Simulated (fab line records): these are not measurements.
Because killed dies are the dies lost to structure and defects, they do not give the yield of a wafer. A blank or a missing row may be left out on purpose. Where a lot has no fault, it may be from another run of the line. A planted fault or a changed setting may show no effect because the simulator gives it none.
2 desks, one fault + flow n5-finfet + what lay behind the numbers comes last; until then each desk has only its own

## THE DEFECT DESK
What the inspections along the route counted, lot by lot: means of the sampled wafers that have a number. Marked OUT: a lot whose mean sits more than 4 standard deviations from the usual mean, which makes it out of limits; the brackets give that distance.
Columns: A = raw-defect-count at N5_STI_FIN_REVEAL_INSPECT_13, usual 11; B = raw-defect-count at N5_DUMMY_GATE_INSPECT_17, usual 195
| lot  | first seen here | A  | B   |
|------|-----------------|----|-----|
| L477 | day 5 09:21     | 9  | 209 |
| L480 | day 6 00:52     | 10 | 173 |
| L481 | day 6 07:13     | 14 | 182 |
| L484 | day 7 02:11     | 18 | 213 |
| L488 | day 8 01:14     | 8  | 197 |
This desk's verdict: no lot among the 5 shows anything out of limits.

## METROLOGY DESK
Lot by lot, what the gauges showed, no matter which tool ran the lot: averages of those sampled wafers that carry a number. Marked OUT: a lot whose mean sits more than 4 standard deviations from the usual mean, which makes it out of limits; the brackets give that distance. 7 of its 15 readings are shown, namely those furthest out on some lot.
Columns: A = DIBL_N at N5_BEOL_M4_RC_MEAS_101, usual 36.0 mV/V; B = IOFF_N at N5_BEOL_M4_RC_MEAS_101, usual 0.15 nA/um; C = IOFF_P at N5_BEOL_M4_RC_MEAS_101, usual 0.19 nA/um; D = ION_N at N5_BEOL_M4_RC_MEAS_101, usual 668 uA/um; E = ION_P at N5_BEOL_M4_RC_MEAS_101, usual 455 uA/um; F = VT_N at N5_BEOL_M4_RC_MEAS_101, usual 251 mV; G = VT_P at N5_BEOL_M4_RC_MEAS_101, usual -253 mV
| lot  | first seen here | A    | B    | C    | D   | E   | F   | G    |
|------|-----------------|------|------|------|-----|-----|-----|------|
| L477 | day 5 14:02     | 35.1 | 0.14 | 0.17 | 665 | 454 | 251 | -253 |
| L480 | day 6 07:19     | 37.4 | 0.17 | 0.19 | 682 | 466 | 248 | -251 |
| L481 | day 6 15:23     | 35.9 | 0.16 | 0.19 | 663 | 449 | 250 | -255 |
| L484 | day 7 06:23     | 37.4 | 0.16 | 0.19 | 675 | 456 | 251 | -253 |
| L488 | day 8 05:25     | 31.9 | 0.10 | 0.13 | 649 | 438 | 258 | -262 |
This desk's verdict: no lot among the 5 shows anything out of limits.

## ALL TOGETHER
Nothing out of limits was seen by the defect desk.
From the metrology desk's view, nothing was out of limits.

## WHAT THE SIMULATOR PUT IN
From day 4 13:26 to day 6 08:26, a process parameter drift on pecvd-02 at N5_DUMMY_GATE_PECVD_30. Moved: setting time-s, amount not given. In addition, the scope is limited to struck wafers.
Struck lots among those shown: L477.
